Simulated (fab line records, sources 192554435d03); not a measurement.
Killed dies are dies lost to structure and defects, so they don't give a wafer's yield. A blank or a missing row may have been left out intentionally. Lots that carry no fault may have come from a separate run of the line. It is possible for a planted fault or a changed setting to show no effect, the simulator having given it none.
Lot-split experiment || flow n5Finfet || 21 wafers read across 7 lots, on a route 1938 steps long

## THE SPLIT ITSELF
At N5_BEOL_M5_ETCH_41 (etches SiCN in CH3F/O2, target depth 31.5 nm, time 56.7 s), the setting sourceW was moved away from the recipe's 395 W on 6 of the 21 wafers read, by -16.4% to +5.3%. All remaining wafers had this setting at the recipe value.

The split's own step is where the reading is taken.

## THE READING
rfVppV, in V, at N5_BEOL_M5_ETCH_41 (etches SiCN in CH3F/O2, target depth 31.5 nm, time 56.7 s). Typical for fault-free wafers on this fab line: 297.8 V, with standard deviation 1.4 V.

{"wafer": "L075.1", "tool, chamber at the split": "rieDiel-04, 3", "sourceW as run, W": 395, "against the recipe": "recipe", "rfVppV, V": 297.2, "against lot-mates on the recipe": "-"}
{"wafer": "L075.2", "tool, chamber at the split": "rieDiel-04, 2", "sourceW as run, W": 395, "against the recipe": "recipe", "rfVppV, V": 298.8, "against lot-mates on the recipe": "-"}
{"wafer": "L075.4", "tool, chamber at the split": "rieDiel-04, 0", "sourceW as run, W": 363.4, "against the recipe": "-8.0%", "rfVppV, V": 306.6, "against lot-mates on the recipe": "+8.6"}
{"wafer": "L081.1", "tool, chamber at the split": "rieDiel-04, 1", "sourceW as run, W": 395, "against the recipe": "recipe", "rfVppV, V": 296.9, "against lot-mates on the recipe": "-"}
{"wafer": "L081.3", "tool, chamber at the split": "rieDiel-04, 2", "sourceW as run, W": 416, "against the recipe": "+5.3%", "rfVppV, V": 291.6, "against lot-mates on the recipe": -5.3}
{"wafer": "L081.6", "tool, chamber at the split": "rieDiel-04, 3", "sourceW as run, W": 416, "against the recipe": "+5.3%", "rfVppV, V": 293.0, "against lot-mates on the recipe": -3.9}
{"wafer": "L083.2", "tool, chamber at the split": "rieDiel-04, 0", "sourceW as run, W": 395, "against the recipe": "recipe", "rfVppV, V": 295.2, "against lot-mates on the recipe": "-"}
{"wafer": "L083.5", "tool, chamber at the split": "rieDiel-04, 2", "sourceW as run, W": 395, "against the recipe": "recipe", "rfVppV, V": 298.3, "against lot-mates on the recipe": "-"}
{"wafer": "L083.6", "tool, chamber at the split": "rieDiel-04, 3", "sourceW as run, W": 395, "against the recipe": "recipe", "rfVppV, V": 299.1, "against lot-mates on the recipe": "-"}
{"wafer": "L084.1", "tool, chamber at the split": "rieDiel-04, 2", "sourceW as run, W": 395, "against the recipe": "recipe", "rfVppV, V": 298.6, "against lot-mates on the recipe": "-"}
{"wafer": "L084.2", "tool, chamber at the split": "rieDiel-04, 3", "sourceW as run, W": 395, "against the recipe": "recipe", "rfVppV, V": 297.3, "against lot-mates on the recipe": "-"}
{"wafer": "L084.4", "tool, chamber at the split": "rieDiel-04, 1", "sourceW as run, W": 395, "against the recipe": "recipe", "rfVppV, V": 297.5, "against lot-mates on the recipe": "-"}
{"wafer": "L085.4", "tool, chamber at the split": "rieDiel-05, 3", "sourceW as run, W": 395, "against the recipe": "recipe", "rfVppV, V": 294.7, "against lot-mates on the recipe": "-"}
{"wafer": "L085.5", "tool, chamber at the split": "rieDiel-05, 1", "sourceW as run, W": 395, "against the recipe": "recipe", "rfVppV, V": 296.7, "against lot-mates on the recipe": "-"}
{"wafer": "L085.6", "tool, chamber at the split": "rieDiel-05, 2", "sourceW as run, W": 395, "against the recipe": "recipe", "rfVppV, V": 298.8, "against lot-mates on the recipe": "-"}
{"wafer": "L089.3", "tool, chamber at the split": "rieDiel-05, 1", "sourceW as run, W": 330.2, "against the recipe": "-16.4%", "rfVppV, V": 314.9, "against lot-mates on the recipe": "+17.4"}
{"wafer": "L089.4", "tool, chamber at the split": "rieDiel-05, 3", "sourceW as run, W": 330.2, "against the recipe": "-16.4%", "rfVppV, V": 314.7, "against lot-mates on the recipe": "+17.2"}
{"wafer": "L089.5", "tool, chamber at the split": "rieDiel-05, 3", "sourceW as run, W": 395, "against the recipe": "recipe", "rfVppV, V": 297.5, "against lot-mates on the recipe": "-"}
{"wafer": "L091.1", "tool, chamber at the split": "rieDiel-05, 3", "sourceW as run, W": 363.3, "against the recipe": "-8.0%", "rfVppV, V": 304.8, "against lot-mates on the recipe": "+6.3"}
{"wafer": "L091.3", "tool, chamber at the split": "rieDiel-05, 0", "sourceW as run, W": 395, "against the recipe": "recipe", "rfVppV, V": 299.6, "against lot-mates on the recipe": "-"}
{"wafer": "L091.5", "tool, chamber at the split": "rieDiel-05, 3", "sourceW as run, W": 395, "against the recipe": "recipe", "rfVppV, V": 297.4, "against lot-mates on the recipe": "-"}

FIT RESULTS
A straight line over all 21 wafers: rfVppV changes by -1.04 V for each +1% of sourceW; r = -0.98; the points scatter about the line by 1.2 V.
The same after taking each lot's own level away (the mean of its wafers on the recipe; 21 wafers): -1.01 V for each +1%; r = -0.98; scatter 1.2 V.
Per that fit: largest sourceW move, reading shift of 17 V.
Across the lots, their own levels run from 296.73 to 298.50 V, a range of 1.3 times the standard deviation given above.
The two slopes are in agreement: the lot-to-lot level therefore moves the slope only a little.
Check: with one of the wafers moved furthest among these (-16.4%) left out of the fit, the line predicts +16.3 V for it against its lot-mates. It came out at +17.4 V against them.
Tool readings at the split's step, against how far the setting was moved: rfVppV r = -0.98.

## OTHER SPLITS ON THESE WAFERS
Before the reading, these wafers also passed through other splits. Each is held against what the fit with the lots' levels taken away leaves over:
{"other split on the same wafers": "N5_BEOL_M4_EXPOSE_08 doseMj", "wafers away from the commonest value": 8, "r with rfVppV (lot level and that fit taken away)": "+0.14"}
{"other split on the same wafers": "N5_BEOL_M4_DESCUM_16 timeS", "wafers away from the commonest value": 10, "r with rfVppV (lot level and that fit taken away)": "+0.02"}
{"other split on the same wafers": "N5_BEOL_M4_TRENCH_ETCH_37 biasW", "wafers away from the commonest value": 5, "r with rfVppV (lot level and that fit taken away)": -0.26}
{"other split on the same wafers": "N5_BEOL_M5_ETCH_68 timeS", "wafers away from the commonest value": 4, "r with rfVppV (lot level and that fit taken away)": "+0.12"}

## THE FILE'S OWN FIT
rfVppV changes by -1.01 V for each +1% of sourceW, r = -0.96.
